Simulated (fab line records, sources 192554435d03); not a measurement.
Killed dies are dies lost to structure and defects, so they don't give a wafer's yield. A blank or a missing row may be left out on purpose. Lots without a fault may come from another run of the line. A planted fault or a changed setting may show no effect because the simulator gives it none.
Split-lot experiment | flow n5_finfet | 7 lots, 21 wafers read, on a route of 1938 steps

THE SPLIT
At N5_SD_EPI_N_COAT_33 (time 60 s, resist thk 35 nm), the setting spin_rpm was moved away from the recipe's 1500 rpm on 7 of the 21 wafers read, by -9.1% to +3.7%. The other wafers ran this setting at the recipe's value.

FROM THE SPLIT TO THE READING: what the file shows between them, 3 steps
- N5_SD_EPI_N_COAT_03: resist thk 150 nm
- N5_SD_EPI_N_EBR_05
- N5_SD_EPI_N_DESCUM_14: chemistry O2, time 7.9 s

THE READING
etch.depth_nm (the simulator's own value, which no gauge read), in nm, at N5_SD_EPI_N_ETCH_34 (etches SiARC in CF4, target depth 45.5 nm, time 75.8 s). The file gives no usual value for it. The 14 wafers here that ran the recipe average 35.05 nm, standard deviation 0.054 nm.

wafer  | tool, chamber at the split | spin_rpm as run, rpm | against the recipe | etch.depth_nm, nm | against lot-mates on the recipe
L076.2 | litho_track-01, 0          | 1500                 | recipe             | 35.07             | -
L076.4 | litho_track-01, 0          | 1500                 | recipe             | 35.14             | -
L076.6 | litho_track-01, 0          | 1500                 | recipe             | 35.11             | -
L078.1 | litho_track-05, 0          | 1364                 | -9.1%              | 36.65             | no lot-mate on the recipe
L078.6 | litho_track-05, 0          | 1364                 | -9.1%              | 36.65             | no lot-mate on the recipe
L078.2 | litho_track-05, 0          | 1364                 | -9.1%              | 36.62             | no lot-mate on the recipe
L082.3 | litho_track-05, 0          | 1500                 | recipe             | 35.03             | -
L082.4 | litho_track-05, 0          | 1500                 | recipe             | 35.03             | -
L082.5 | litho_track-05, 0          | 1500                 | recipe             | 35.03             | -
L083.1 | litho_track-05, 0          | 1556                 | +3.7%              | 34.31             | -0.67
L083.2 | litho_track-05, 0          | 1556                 | +3.7%              | 34.33             | -0.65
L083.5 | litho_track-05, 0          | 1500                 | recipe             | 34.98             | -
L089.2 | litho_track-02, 0          | 1500                 | recipe             | 35.1              | -
L089.3 | litho_track-02, 0          | 1500                 | recipe             | 35.03             | -
L089.4 | litho_track-02, 0          | 1410                 | -6.0%              | 36.09             | +1.03
L092.1 | litho_track-05, 0          | 1500                 | recipe             | 35.1              | -
L092.4 | litho_track-05, 0          | 1500                 | recipe             | 35.1              | -
L092.2 | litho_track-05, 0          | 1500                 | recipe             | 34.99             | -
L096.1 | litho_track-02, 0          | 1500                 | recipe             | 34.99             | -
L096.2 | litho_track-02, 0          | 1500                 | recipe             | 34.96             | -
L096.3 | litho_track-02, 0          | 1428                 | -4.8%              | 35.78             | +0.80

THE FIT
A straight line over all 21 wafers: etch.depth_nm changes by -0.177 nm for each +1% of spin_rpm; r = -1.00; the points scatter about the line by 0.057 nm.
The same after taking each lot's own level away (the mean of its wafers on the recipe; 18 wafers): -0.172 nm for each +1%; r = -1.00; scatter 0.03 nm.
On that fit, the largest move of spin_rpm shifts the reading by 1.6 nm.
The lots' own levels span 34.975 to 35.107 nm, that is 2.4 times the standard deviation above.
So the lot-to-lot level changes the slope little: the two slopes agree.
Check: with one of the wafers moved furthest among these (-6.0%) left out of the fit, the line predicts +1.03 nm for it against its lot-mates. It came out at +1.03 nm against them.

OTHER SPLITS ON THESE WAFERS
These wafers also went through other splits before the reading. Each is held against what the fit with the lots' levels taken away leaves over:
other split on the same wafers       | wafers away from the commonest value | r with etch.depth_nm (lot level and that fit taken away)
N5_WELL_APT_COAT_02 spin_rpm         | 5                                    | +0.08
N5_WELL_APT_PEB_06 peb_time_s        | 8                                    | +0.06
N5_WELL_APT_PEB_23 peb_time_s        | 5                                    | -0.11
N5_WELL_APT_DESCUM_30 time_s         | 7                                    | -0.03
N5_FIN_SAQP_ETCH_65 time_s           | 8                                    | -0.08
N5_STI_FIN_REVEAL_ETCHBACK_08 time_s | 5                                    | -0.01
N5_STI_FIN_REVEAL_PRECLEAN_17 time_s | 7                                    | +0.10
N5_SD_EPI_N_COAT_32 spin_rpm         | 3                                    | -0.04

THE WHOLE CHAIN: every reading that the file lists as answering this split, in the file's order
step                | what it does                                           | reading                                                                           | change (the file's fit)               | r (the file's)
N5_SD_EPI_N_COAT_33 | time 60 s, resist thk 35 nm                            | SiARC_of_SD_EPI_N_COAT_33.thk_nm (the simulator's own value, which no gauge read) | -0.166 nm for each +1% of the setting | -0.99
N5_SD_EPI_N_ETCH_34 | etches SiARC in CF4, target depth 45.5 nm, time 75.8 s | etch.depth_nm (the simulator's own value, which no gauge read)                    | -0.17 nm for each +1% of the setting  | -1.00

THE FILE'S OWN FIT
etch.depth_nm changes by -0.17 nm for each +1% of spin_rpm, r = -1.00.
